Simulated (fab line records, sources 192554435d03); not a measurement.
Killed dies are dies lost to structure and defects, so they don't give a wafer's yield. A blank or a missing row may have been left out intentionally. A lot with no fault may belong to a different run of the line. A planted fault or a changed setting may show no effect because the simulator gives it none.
Lot-split experiment | flow n5Finfet | route with 1938 steps; 7 lots, 21 wafers read

THE SPLIT
At N5_FIN_SAQP_COAT_68 (time 60 s, resist thk 100 nm), the setting spinRpm was moved away from the recipe's 1500 rpm on 4 of the 21 wafers read, by -10.5% to +10.1%. For the rest of the wafers, this setting stayed at what the recipe calls for.

The reading is taken at the split's own step.

THE READING
SOC_of_FIN_SAQP_COAT_68.thkNm (the simulator's own value, which no gauge read), in nm, at N5_FIN_SAQP_COAT_68 (time 60 s, resist thk 100 nm). There is no usual value for it anywhere in the file. The 17 wafers here that ran the recipe average 100.0 nm, standard deviation 0.26 nm.

wafer  | tool, chamber at the split | spinRpm as run, rpm | against the recipe | SOC_of_FIN_SAQP_COAT_68.thkNm, nm | against lot-mates on the recipe
L082.2 | lithoTrack-01, 0           | 1500                | recipe             | 100.6                             | -
L082.4 | lithoTrack-01, 0           | 1500                | recipe             | 100                               | -
L082.6 | lithoTrack-01, 0           | 1500                | recipe             | 100                               | -
L081.1 | lithoTrack-01, 0           | 1500                | recipe             | 100.2                             | -
L081.2 | lithoTrack-01, 0           | 1500                | recipe             | 100                               | -
L081.3 | lithoTrack-01, 0           | 1500                | recipe             | 100                               | -
L083.3 | lithoTrack-03, 0           | 1500                | recipe             | 99.8                              | -
L083.4 | lithoTrack-03, 0           | 1652                | +10.1%             | 95.2                              | -4.5
L083.6 | lithoTrack-03, 0           | 1500                | recipe             | 99.6                              | -
L086.1 | lithoTrack-01, 0           | 1500                | recipe             | 100                               | -
L086.2 | lithoTrack-01, 0           | 1500                | recipe             | 100.4                             | -
L086.3 | lithoTrack-01, 0           | 1630                | +8.7%              | 96                                | -4.2
L087.1 | lithoTrack-05, 0           | 1500                | recipe             | 100.4                             | -
L087.2 | lithoTrack-05, 0           | 1652                | +10.1%             | 95                                | -5.3
L087.3 | lithoTrack-05, 0           | 1500                | recipe             | 100.2                             | -
L088.1 | lithoTrack-03, 0           | 1500                | recipe             | 99.8                              | -
L088.6 | lithoTrack-03, 0           | 1500                | recipe             | 99.8                              | -
L088.4 | lithoTrack-03, 0           | 1500                | recipe             | 99.6                              | -
L090.2 | lithoTrack-01, 0           | 1500                | recipe             | 100                               | -
L090.4 | lithoTrack-01, 0           | 1500                | recipe             | 100                               | -
L090.6 | lithoTrack-01, 0           | 1342                | -10.5%             | 105.8                             | +5.8

THE FIT
A straight line over all 21 wafers: SOC_of_FIN_SAQP_COAT_68.thkNm changes by -0.502 nm for each +1% of spinRpm; r = -0.99; the points scatter about the line by 0.29 nm.
The same after taking each lot's own level away (the mean of its wafers on the recipe; 21 wafers): -0.505 nm for each +1%; r = -0.99; scatter 0.23 nm.
That fit puts the effect of the largest move of spinRpm on the reading at 5.3 nm.
The span of the lots' own levels, 99.70 to 100.30 nm, comes to 2.3 times the standard deviation stated above.
Consequently the slope shifts little with the lot-to-lot level, the two slopes agreeing.
Check: with one of the wafers moved furthest among these (-10.5%) left out of the fit, the line predicts +5.1 nm for it against its lot-mates. It came out at +5.8 nm against them.

THE OTHER SPLITS THESE WAFERS WENT THROUGH
Other splits were also applied to these wafers ahead of the reading. Each is held against what the fit with the lots' levels taken away leaves over:
other split on the same wafers                  | wafers away from the commonest value | r with SOC_of_FIN_SAQP_COAT_68.thkNm (lot level and that fit taken away)
N5_PMOS_HMC_CHANNEL_EPI_PEB_07 pebTempC         | 7                                    | +0.05
N5_PMOS_HMC_CHANNEL_EPI_DEVELOP_08 developTimeS | 6                                    | -0.32
N5_FIN_SAQP_SPACER1_ALD_24 aldCycles            | 6                                    | -0.03

FILE'S OWN FIT
SOC_of_FIN_SAQP_COAT_68.thkNm changes by -0.503 nm for each +1% of spinRpm, r = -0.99.
